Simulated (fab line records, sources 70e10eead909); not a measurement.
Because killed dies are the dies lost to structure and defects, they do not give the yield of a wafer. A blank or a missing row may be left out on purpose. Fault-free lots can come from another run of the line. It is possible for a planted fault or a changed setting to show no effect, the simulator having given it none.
Matching of chambers + flow nand-harc + NHARC_P_M0_STRIP_18 on rie-diel-09: 4 sister chambers
The step strips in N2/H2. 14 wafers are shown with their chamber, then 7 later ones without.

## WAFERS, EACH WITH ITS CHAMBER
| wafer  | chamber | showerhead-plenum-p-Torr (Torr) | drypump-motor-current-A (A) | throttle-valve-pct (%) |
|--------|---------|---------------------------------|-----------------------------|------------------------|
| L082.1 | 3       | 2.07                            | 6.4                         | 14.177                 |
| L082.3 | 0       | 1.93                            | 6.0                         | 14.162                 |
| L082.6 | 0       | 1.93                            | 6.0                         | 14.177                 |
| L081.1 | 0       | 1.93                            | 6.0                         | 14.180                 |
| L081.3 | 3       | 2.07                            | 6.5                         | 14.176                 |
| L081.4 | 3       | 2.07                            | 6.5                         | 14.168                 |
| L087.2 | 2       | 1.88                            | 6.2                         | 14.164                 |
| L087.5 | 0       | 1.92                            | 6.0                         | 14.171                 |
| L087.6 | 1       | 2.08                            | 4.7                         | 14.177                 |
| L090.3 | 2       | 1.88                            | 6.1                         | 14.164                 |
| L090.4 | 0       | 1.92                            | 6.1                         | 14.143                 |
| L090.6 | 0       | 1.92                            | 6.0                         | 14.177                 |
| L093.2 | 0       | 1.92                            | 6.0                         | 14.167                 |
| L093.5 | 0       | 1.92                            | 6.0                         | 14.168                 |

SIGNATURES (averages over the wafers above)
| reading                  | chamber 0 | chamber 1 | chamber 2 | chamber 3 | scatter within a chamber |
|--------------------------|-----------|-----------|-----------|-----------|--------------------------|
| showerhead-plenum-p-Torr | 1.9237    | 2.0800    | 1.8800    | 2.0700    | 0.00433                  |
| drypump-motor-current-A  | 6.013     | 4.700     | 6.150     | 6.467     | 0.0452                   |
| throttle-valve-pct       | 14.16812  | 14.17700  | 14.16400  | 14.17367  | 0.0101                   |
Rule: a wafer's distance from a chamber is the root of the sum, over the readings, of the square of ((its reading less the chamber's mean) divided by the reading's scatter). The wafer belongs to the nearest chamber; if the next one is less than 2 further off, it can't be placed. The scatter is the square root of a quotient: the sum, over the shown wafers, of each reading's squared deviation from its chamber's mean, divided by wafers minus chambers.

## WAFERS MISSING THEIR CHAMBER
| wafer  | showerhead-plenum-p-Torr (Torr) | drypump-motor-current-A (A) | throttle-valve-pct (%) |
|--------|---------------------------------|-----------------------------|------------------------|
| L093.6 | 2.07                            | 4.7                         | 14.183                 |
| L095.2 | 2.07                            | 4.7                         | 14.184                 |
| L095.4 | 1.92                            | 6.1                         | 14.172                 |
| L095.6 | 2.07                            | 4.7                         | 14.179                 |
| L096.1 | 2.22                            | 6.2                         | 14.168                 |
| L096.2 | 2.07                            | 4.7                         | 14.195                 |
| L096.3 | 1.91                            | 6.0                         | 14.171                 |

## WHICH CHAMBER EACH ONE RAN IN
| wafer  | from the rows above | in truth                   |
|--------|---------------------|----------------------------|
| L093.6 | 1                   | 1                          |
| L095.2 | 1                   | 1                          |
| L095.4 | 0                   | 0                          |
| L095.6 | 1                   | 1                          |
| L096.1 | 3                   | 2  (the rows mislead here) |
| L096.2 | 1                   | 1                          |
| L096.3 | 0                   | 0                          |
Correct placement for 6 of the 7. Not placeable from these rows: 0. Placed wrongly: 1.
